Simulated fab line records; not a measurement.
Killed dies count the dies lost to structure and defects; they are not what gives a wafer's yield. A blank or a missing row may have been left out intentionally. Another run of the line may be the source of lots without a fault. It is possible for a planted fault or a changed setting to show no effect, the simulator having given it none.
What tool caused it? -- flow n5 finfet -- 14 lots with 42 wafers sampled at 2 steps, on a route of 1938 steps

WHAT THE GAUGES READ, wafer by wafer
N5_BEOL_M14_INSPECT_55: inspects for defects (darkfield). Usual: raw defect count at 77, with a standard deviation of 22.
lot,measured,on,raw defect count,flag
L402,day 11 06:17,defect inspect-01,57 50 69,
L404,day 11 14:34,defect inspect-02,76 102 72,
L403,day 11 17:55,defect inspect-01,87 112 73,
L405,day 12 14:21,defect inspect-01,88 90 115,
L406,day 13 00:19,defect inspect-01,91 55 80,
L411,day 14 01:28,defect inspect-02,77 47 54,
L409,day 14 05:08,defect inspect-01,118 40 103,
L412,day 14 14:26,defect inspect-01,46 73 47,
L414,day 15 04:07,defect inspect-01,67 58 76,
L418,day 15 21:25,defect inspect-02,75 64 110,
L421,day 16 09:58,defect inspect-02,91 83 47,
L424,day 16 10:32,defect inspect-01,56 83 78,
L422,day 16 13:58,defect inspect-01,88 79 85,
L423,day 17 11:58,defect inspect-01,109 70 75,

N5_BEOL_M15_CD_MEAS_17 targets a cd of 360 nm. Usual: cd nm at 361.6 nm, with a standard deviation of 1.8.
lot,measured,on,cd nm (nm),flag
L402,day 11 07:28,cd sem-02,361.7 361.0 360.4,
L404,day 11 15:44,cd sem-03,362.8 361.3 359.5,
L403,day 11 19:13,cd sem-03,363.2 362.1 361.1,
L405,day 12 15:46,cd sem-01,361.4 361.0 359.9,
L406,day 13 01:37,cd sem-01,366.3 363.1 365.5,
L411,day 14 02:38,cd sem-02,362.4 362.4 361.6,
L409,day 14 06:21,cd sem-03,356.3 358.9 364.0,
L412,day 14 15:44,cd sem-01,362.7 361.8 363.0,
L414,day 15 05:17,cd sem-03,362.9 362.7 365.9,
L418,day 15 22:40,cd sem-01,360.7 364.6 360.6,
L421,day 16 11:16,cd sem-01,361.4 359.0 361.0,
L424,day 16 11:50,cd sem-03,360.6 362.6 361.1,
L422,day 16 15:16,cd sem-02,360.1 360.4 362.5,
L423,day 17 13:09,cd sem-01,360.3 362.0 360.4,

TOOL THAT RAN EACH LOT (tool first, then ch and the chambers of the sampled wafers, then the start)
Before these readings, the record contains no process step.

WHAT THE TOOLS THEMSELVES READ (means of the sampled wafers that have a number; where no wafer has one, the mark that the record gives instead)
The record holds no such reading with a usual standard deviation.

THE ANSWER, worked out from the rows above alone
Rule: lot off if the mean of its wafers having a number is beyond 3 standard deviations from the usual mean. Also off: a lot with no number at a reading for which 4 or more lots have one. All remaining lots with rows at the step are treated as sound. The gauges are gone through in route order, then the tools' own readings, and for those a lot's mean is taken as printed above. The first step at which some lot is off is used, and at that step the reading that is off furthest; a lot without a number counts as furthest.
No lot is off on any of the readings shown, so nothing can be concluded from this.

WHAT THE SIMULATOR HAD PUT IN
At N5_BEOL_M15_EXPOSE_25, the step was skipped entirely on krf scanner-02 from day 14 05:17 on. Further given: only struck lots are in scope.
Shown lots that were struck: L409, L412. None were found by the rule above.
